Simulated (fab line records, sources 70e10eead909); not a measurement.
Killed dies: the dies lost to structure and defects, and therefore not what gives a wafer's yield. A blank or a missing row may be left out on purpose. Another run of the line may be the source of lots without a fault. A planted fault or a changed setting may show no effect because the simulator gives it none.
Struck lot and sound lot, side by side | flow nandHarc | 20 out of 1159 route steps
Sound: the wafers L765.4, L765.5, L765.6. Wafers struck: L776.1, L776.5, L776.6. The cause is given at the end.
Per side, at each step with rows, come the tool, then ch with its chambers, and then its first start. Under that, the readings that differ: sound wafers | struck wafers | difference of the means | sigmas: that difference in standard deviations of wafers without a fault.
alike: a reading whose means differ by less than 2 such deviations, as well as words and numbers matching on both sides. not compared: withheld readings; readings where some wafer has no value; bounds like >300 that might hide an equal value; numbers whose values overlap and for which the record gives no deviation.
A row with sigmas, a row that says differs or no value, or rows on one side alone: a step with any of these is where the two part. Non-overlapping numbers with no deviation appear without sigmas and do not part them. A reading missing from all wafers of one side parts the sides only when that side holds two or more wafers.

NHARC_P_ZERO_WELL_CD_MEAS_37: the cd target is 720 nm.
  sound on cdSem-03 ch 0, day 3 04:13; struck on cdSem-03 ch 0, day 5 22:07
  alike: cdNm
then, 1 step without rows for these wafers: NHARC_P_ZERO_WELL_HARDBAKE_38 (time 80 s).
NHARC_P_ZERO_WELL_DESCUM_39: chemistry O2, time 3 s.
  sound on rieDiel-05 ch 1,2,3, day 3 04:23; struck on rieDiel-11 ch 0,3, day 5 22:17
  alike: drypumpMotorCurrentA, oesProductAu, rfVppV, showerheadPlenumPTorr, throttleValvePct
  not compared: rfHoursCounterH
then, 9 steps without rows for these wafers: NHARC_P_ZERO_WELL_IMPLANT_40; NHARC_P_ZERO_WELL_IMPLANT_59; NHARC_P_ZERO_WELL_IMPLANT_60; NHARC_P_ZERO_WELL_STRIP_41 (strips in SPM, time 840 s); NHARC_P_ZERO_WELL_DEHYDRATE_44 (time 120 s); NHARC_P_ZERO_WELL_HMDS_45 (time 30 s); NHARC_P_ZERO_WELL_COAT_46; NHARC_P_ZERO_WELL_SOFTBAKE_47 (time 95 s); NHARC_P_ZERO_WELL_EBR_48.
NHARC_P_ZERO_WELL_EXPOSE_49: exposes mask P HVPW, target cd 2000 nm.
  sound on krfScanner-03 ch 0, day 3 05:43; struck on krfScanner-01 ch 0, day 5 23:38
  alike: mask
then, 2 steps without rows for these wafers: NHARC_P_ZERO_WELL_PEB_50 (peb time 85 s); NHARC_P_ZERO_WELL_DEVELOP_51 (time 70 s).
NHARC_P_ZERO_WELL_CD_MEAS_52: the cd target is 2000 nm.
  sound on cdSem-03 ch 0, day 3 05:52; struck on cdSem-01 ch 0, day 5 23:47
reading   | sound                | struck               | difference | sigmas
cdNm (nm) | 2000.9 1998.3 1996.4 | 2001.7 2016.1 2034.1 | +18.8      | +8
then, 1 step without rows for these wafers: NHARC_P_ZERO_WELL_HARDBAKE_53 (time 80 s).
NHARC_P_ZERO_WELL_DESCUM_54: chemistry O2, time 3 s.
  sound on rieDiel-11 ch 0,1,3, day 3 06:04; struck on rieDiel-05 ch 0,1, day 5 23:58
reading                     | sound          | struck         | difference | sigmas
model.P_ZERO_WELL.cdNm (nm) | 2000 1998 1996 | 2002 2017 2035 | +20        | 
  alike: drypumpMotorCurrentA, oesProductAu, rfVppV, showerheadPlenumPTorr, throttleValvePct
  not compared: rfHoursCounterH
following that, these wafers have no rows for 1 step: NHARC_P_ZERO_WELL_IMPLANT_55.
NHARC_END_SORT_01:
  the record has rows for the sound wafers here (prober-01 ch 0, day 20 19:21) and none for the struck ones

== WHERE THEY PART ==
At NHARC_P_ZERO_WELL_CD_MEAS_52 first; at NHARC_END_SORT_01 last (within this record only).

WHY: the cause the simulator had injected
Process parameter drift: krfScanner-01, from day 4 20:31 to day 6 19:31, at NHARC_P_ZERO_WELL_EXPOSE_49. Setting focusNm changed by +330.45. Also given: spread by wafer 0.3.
